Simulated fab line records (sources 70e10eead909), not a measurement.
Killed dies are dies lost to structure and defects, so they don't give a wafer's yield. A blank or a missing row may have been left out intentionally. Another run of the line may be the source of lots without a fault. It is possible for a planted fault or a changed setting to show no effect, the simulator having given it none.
Code-filled problem report in 8D (eight disciplines) form / flow nand-harc / the parts of the form that need people (team, actions taken, sign-off) are left out

== 1. THE ISSUE ==
Mean of exposure-dose-mJ-cm2 at NHARC_THIN_TSV_EXPOSE_09: 31.51 across 6 wafers in 2 lots; on wafers with no fault it is 30.70 (standard deviation 0.033). Relative to the usual mean, that is a shift of +25 standard deviations.
The step: exposes mask TSV.
The first sign was on wafer L506.1 at day 31 18:37, on krf-scanner-01. The record has a number at this step for 42 wafers belonging to 14 lots. By rule, "out" or "out of limits" means more than 4 standard deviations away from the usual mean. Any other wafer with a number is counted as sound.

== 2. WHAT IT IS, AND WHAT IT ISN'T ==
question=which readings at this step | is=exposure-dose-mJ-cm2 | is not=-
question=which lots | is=L506, L508 | is not=L487, L488, L490, L491, L492, L493, L494, L496, L497, L500, L504, L509
question=which wafers of those lots | is=all that have a number | is not=-
question=read on which tools | is=krf-scanner-01 | is not=krf-scanner-02, krf-scanner-04
question=when | is=from day 31 18:37 | is not=up to then (30 sound wafers); but 6 sound wafers of L504, L509 came after

== 3. SUSPECTS, AND WHAT RULES EACH OUT ==
Counting: any tool at a process step up to the reading is kept as a suspect provided that every lot that is out went through it and no sound lot did after the first of them.
- cmp-04 at NHARC_THIN_TSV_CMP_01 (polishes): kept. It processed each lot that is out, first L506 at day 31 17:27, and no sound lot thereafter; up to then, the last sound lot it processed was L496 at day 28 18:47.
- krf-scanner-01 at NHARC_THIN_TSV_EXPOSE_09 (exposes mask TSV): kept. It processed each lot that is out, first L506 at day 31 18:37, and no sound lot thereafter; up to then, the last sound lot it processed was L494 at day 26 16:17. On those wafers its own readings are out: exposure-dose-mJ-cm2.
After counting, cmp-04 at NHARC_THIN_TSV_CMP_01 and krf-scanner-01 at NHARC_THIN_TSV_EXPOSE_09 remain.

== 4. THE CAUSE (what the simulator had put in) ==
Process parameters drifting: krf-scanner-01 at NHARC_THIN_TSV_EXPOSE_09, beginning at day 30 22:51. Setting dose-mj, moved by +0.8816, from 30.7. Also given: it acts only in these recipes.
Of the 2 suspects that counting leaves, this tool is one.

== 5. SEQUENCE OF EFFECTS, ordered by route ==
Rows list readings where the struck wafers' mean (over those with a number) sits beyond 3 standard deviations from the usual. Only readings for which the record gives a usual standard deviation are gone through. hours: the time from each lot's start at the first step in this table that gives one to its start at this step, as a median over the lots. sigmas: the change in usual standard deviations.
hours=0; step=NHARC_THIN_TSV_EXPOSE_09; reading=exposure-dose-mJ-cm2; usual=30.70; on struck wafers=31.51; change=+0.81; sigmas=+25
Here are the process steps it includes:
- NHARC_THIN_TSV_EXPOSE_09: exposes mask TSV.
Later measuring or inspecting steps at which every struck wafer that the step has a row for has a number for every such reading, and none has moved that far: NHARC_END_SORT_01.

== 6. HOW IT WOULD HAVE BEEN CAUGHT EARLIER ==
The fault began at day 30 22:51; the first out-of-limits reading in this record came at day 31 18:37, 20 hours later.
